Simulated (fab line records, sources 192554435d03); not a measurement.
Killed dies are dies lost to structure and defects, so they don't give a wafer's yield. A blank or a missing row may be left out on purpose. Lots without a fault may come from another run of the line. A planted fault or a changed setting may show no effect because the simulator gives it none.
Problem report in the 8D (eight disciplines) form, filled by code | flow n5_finfet | the parts of the form that need people (team, actions taken, sign-off) are left out

1. THE PROBLEM
PWELL_OVL at N5_WELL_APT_OVL_MEAS_26 reads a mean of 56 nm on 6 wafers of 2 lots; wafers without a fault read 0 nm with a standard deviation of 6.2. That is +9.0 standard deviations from the usual mean.
First seen on wafer L722.2, day 4 21:50, on overlay-01. The record holds 30 wafers of 10 lots with a number at this step. Rule for "out", or "out of limits": more than 4 standard deviations from the usual mean. The other wafers with a number count as sound.

2. WHAT IT IS AND WHAT IT IS NOT
question                    | is                     | is not
which readings at this step | PWELL_OVL              | -
which lots                  | L722, L723             | L710, L711, L712, L713, L714, L725, L728, L731
which wafers of those lots  | all that have a number | -
read on which gauges        | overlay-01, overlay-02 | -
when                        | from day 4 21:50       | up to then (15 sound wafers); but 9 sound wafers of L725, L728, L731 came after

3. SUSPECTS, AND WHAT RULES EACH OUT
Counting: a tool at a process step up to the reading stays a suspect if it ran every lot that is out and no sound lot after the first of them.
- the gauge at N5_WELL_APT_OVL_MEAS_26: ruled out. The wafers that are out were read on 2 gauges (overlay-01, overlay-02).
- krf_scanner-02 at N5_WELL_APT_EXPOSE_22 (exposes mask PWELL, defocus 0 nm, target cd 200 nm): kept. It ran every lot that is out, first L722 (day 4 21:38), and no sound lot after that; its last sound lot up to then is L714 (day 2 20:55).
Left after counting: krf_scanner-02 at N5_WELL_APT_EXPOSE_22.

4. THE CAUSE (what the simulator had put in)
Scanner matching overlay: krf_scanner-02, from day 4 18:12 on, at N5_WELL_APT_EXPOSE_22. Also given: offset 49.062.
Counting left only this tool.

5. THE CHAIN OF EFFECTS, in route order
Each row: a reading whose mean over the struck wafers that have a number lies more than 3 standard deviations from the usual. Only readings for which the record gives a usual standard deviation are gone through. hours: the time from each lot's start at the first step in this table that gives one to its start at this step, as a median over the lots. sigmas: the change in usual standard deviations.
hours | step                    | reading   | usual | on struck wafers | change | sigmas
0     | N5_WELL_APT_OVL_MEAS_26 | PWELL_OVL | 0 nm  | 56               | +56    | +9.0
Later measuring or inspecting steps at which every struck wafer that the step has a row for has a number for every such reading, and none has moved that far: N5_PMOS_HMC_CHANNEL_EPI_INSPECT_11, N5_BEOL_M4_RC_MEAS_101.

6. WHAT WOULD HAVE CAUGHT IT SOONER
In this record the first reading out of limits at a measuring or inspecting step was taken at day 4 21:50, 4 hours after the fault began at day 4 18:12.
Of the tool readings at N5_WELL_APT_EXPOSE_22 for which the record gives a usual standard deviation, none was out on any struck wafer, so an alarm limit of 4 standard deviations on them would not have fired.
Of the lots that are out (2), L723 began N5_WELL_APT_EXPOSE_22 on krf_scanner-02 after day 4 21:50. A hold on the tool at that time would have spared it.
